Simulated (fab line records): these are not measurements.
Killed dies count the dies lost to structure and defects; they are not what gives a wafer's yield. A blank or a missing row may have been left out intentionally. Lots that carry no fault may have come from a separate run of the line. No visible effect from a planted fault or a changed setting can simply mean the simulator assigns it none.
Which tool did it? || flow nand_harc || 36 wafers sampled from 12 lots at 1 step of a route of 1302

== WHAT THE GAUGES READ, wafer by wafer ==
NHARC_A_CHANNEL_HOLE_D2_OVL_MEAS_11.
{"lot": "L075", "measured": "day 13 09:49", "on": "overlay-01", "overlay_x_nm (nm)": "-0.9 -0.7 -0.2"}
{"lot": "L076", "measured": "day 14 06:20", "on": "overlay-01", "overlay_x_nm (nm)": "-0.1 0.0 0.1"}
{"lot": "L080", "measured": "day 15 03:51", "on": "overlay-01", "overlay_x_nm (nm)": "-1.4 -0.8 -1.2"}
{"lot": "L081", "measured": "day 16 04:33", "on": "overlay-02", "overlay_x_nm (nm)": "-1.1 -1.3 -1.5"}
{"lot": "L083", "measured": "day 16 18:29", "on": "overlay-01", "overlay_x_nm (nm)": "-0.8 -0.7 -0.4"}
{"lot": "L085", "measured": "day 17 09:32", "on": "overlay-02", "overlay_x_nm (nm)": "-0.3 -0.4 -0.5"}
{"lot": "L087", "measured": "day 18 06:38", "on": "overlay-01", "overlay_x_nm (nm)": "-0.9 -1.3 -1.2"}
{"lot": "L089", "measured": "day 19 10:03", "on": "overlay-01", "overlay_x_nm (nm)": "-0.2 -0.4 -0.5"}
{"lot": "L091", "measured": "day 19 21:08", "on": "overlay-01", "overlay_x_nm (nm)": "-0.9 -0.8 -1.0"}
{"lot": "L093", "measured": "day 21 09:25", "on": "overlay-01", "overlay_x_nm (nm)": "-0.9 -1.2 -1.1"}
{"lot": "L095", "measured": "day 21 22:53", "on": "overlay-01", "overlay_x_nm (nm)": "-1.0 -0.6 -0.8"}
{"lot": "L097", "measured": "day 22 07:14", "on": "overlay-02", "overlay_x_nm (nm)": "-0.1 -0.3 -0.1"}

== TOOL THAT RAN EACH LOT (tool first, then ch and the chambers of the sampled wafers, then the start) ==
There is no process step in the record ahead of these readings.

== THE ANSWER, worked out from the rows above alone ==
Rule: what is usual is taken from the lots themselves. The widest of any qualifying gaps counts: lots, ordered by their means at a reading, are off when they make up no more than a third of the lots, leave a main group of 4 or more, and stand apart from it by 3 or more times the standard deviation of that group's means. Not used: any main group whose means are identical at the precision the tables above print for the reading. A lot without any number at a reading at which 4 lots or more have one is off too. The other lots that the step has rows for count as sound.
No lot is off at any reading shown: from this, nothing can be told.

== WHAT THE SIMULATOR PUT IN ==
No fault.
